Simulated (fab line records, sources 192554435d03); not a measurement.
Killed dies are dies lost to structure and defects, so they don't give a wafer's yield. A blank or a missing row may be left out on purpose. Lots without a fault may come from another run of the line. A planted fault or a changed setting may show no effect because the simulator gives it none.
Split-lot experiment | flow n5_finfet | 7 lots, 21 wafers read, on a route of 1938 steps

THE SPLIT
At N5_MIM_TOP_LITHO_EXPOSE_05 (exposes mask MIM TOP, target cd 2000 nm), the setting dose_mj was moved away from the recipe's 20.5 on 6 of the 21 wafers read, by -4.0% to +5.9%. The other wafers ran this setting at the recipe's value.

FROM THE SPLIT TO THE READING: what the file shows between them, 3 steps
- N5_MIM_TOP_LITHO_PEB_06 (also split here: peb_time_s)
- N5_MIM_TOP_LITHO_DEVELOP_07: develop time 60 s
- N5_MIM_TOP_LITHO_HARDBAKE_09: time 120 s

THE READING
cd_nm, in nm, at N5_MIM_TOP_LITHO_CD_MEAS_08 (target cd 2000 nm). Fault-free wafers of this fab line usually give 2001.1 nm, standard deviation 1.8 nm.

wafer  | tool, chamber at the split | dose_mj as run | against the recipe | cd_nm, nm | against lot-mates on the recipe
L075.1 | krf_scanner-02, 0          | 20.5           | recipe             | 2000.1    | -
L075.3 | krf_scanner-02, 0          | 20.5           | recipe             | 2002.2    | -
L075.4 | krf_scanner-02, 0          | 20.5           | recipe             | 1999.6    | -
L074.1 | krf_scanner-02, 0          | 20.5           | recipe             | 1996.4    | -
L074.2 | krf_scanner-02, 0          | 20.5           | recipe             | 2002.3    | -
L074.6 | krf_scanner-02, 0          | 20.5           | recipe             | 2002.2    | -
L084.1 | krf_scanner-01, 0          | 20.5           | recipe             | 2000.9    | -
L084.3 | krf_scanner-01, 0          | 20.5           | recipe             | 2002.7    | -
L084.5 | krf_scanner-01, 0          | 21.7           | +5.9%              | 1989.3    | -12.5
L088.1 | krf_scanner-02, 0          | 20.95          | +2.2%              | 1997.6    | -6.8
L088.2 | krf_scanner-02, 0          | 20.5           | recipe             | 2003.8    | -
L088.5 | krf_scanner-02, 0          | 20.5           | recipe             | 2004.9    | -
L091.1 | krf_scanner-01, 0          | 19.78          | -3.5%              | 2005.1    | +5.9
L091.4 | krf_scanner-01, 0          | 20.5           | recipe             | 1998.3    | -
L091.6 | krf_scanner-01, 0          | 20.5           | recipe             | 2000.1    | -
L089.1 | krf_scanner-02, 0          | 21.45          | +4.6%              | 1990.3    | -9.7
L089.2 | krf_scanner-02, 0          | 21.45          | +4.6%              | 1991.5    | -8.5
L089.6 | krf_scanner-02, 0          | 20.5           | recipe             | 2000.0    | -
L095.1 | krf_scanner-02, 0          | 20.5           | recipe             | 2001.6    | -
L095.3 | krf_scanner-02, 0          | 20.5           | recipe             | 2003.0    | -
L095.5 | krf_scanner-02, 0          | 19.69          | -4.0%              | 2007.7    | +5.4

THE FIT
A straight line over all 21 wafers: cd_nm changes by -1.9 nm for each +1% of dose_mj; r = -0.91; the points scatter about the line by 2 nm.
The same after taking each lot's own level away (the mean of its wafers on the recipe; 21 wafers): -1.92 nm for each +1%; r = -0.95; scatter 1.5 nm.
On that fit, the largest move of dose_mj shifts the reading by 11 nm.
The lots' own levels span 1999.20 to 2004.35 nm, that is 2.9 times the standard deviation above.
So the lot-to-lot level changes the slope little: the two slopes agree.
Check: with one of the wafers moved furthest among these (+5.9%) left out of the fit, the line predicts -11.1 nm for it against its lot-mates. It came out at -12.5 nm against them.

OTHER SPLITS ON THESE WAFERS
These wafers also went through other splits before the reading. Each is held against what the fit with the lots' levels taken away leaves over:
other split on the same wafers            | wafers away from the commonest value | r with cd_nm (lot level and that fit taken away)
N5_BEOL_M14_EXPOSE_25 dose_mj             | 7                                    | +0.20
N5_MIM_BOT_SPUTTER_00 chamber_pressure_pa | 12                                   | -0.15
N5_MIM_TOP_ALD_01 ald_cycles              | 8                                    | -0.25
N5_MIM_TOP_LITHO_PEB_06 peb_time_s        | as run: not given for these wafers   | -

THE FILE'S OWN FIT
cd_nm changes by -1.95 nm for each +1% of dose_mj, r = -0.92.
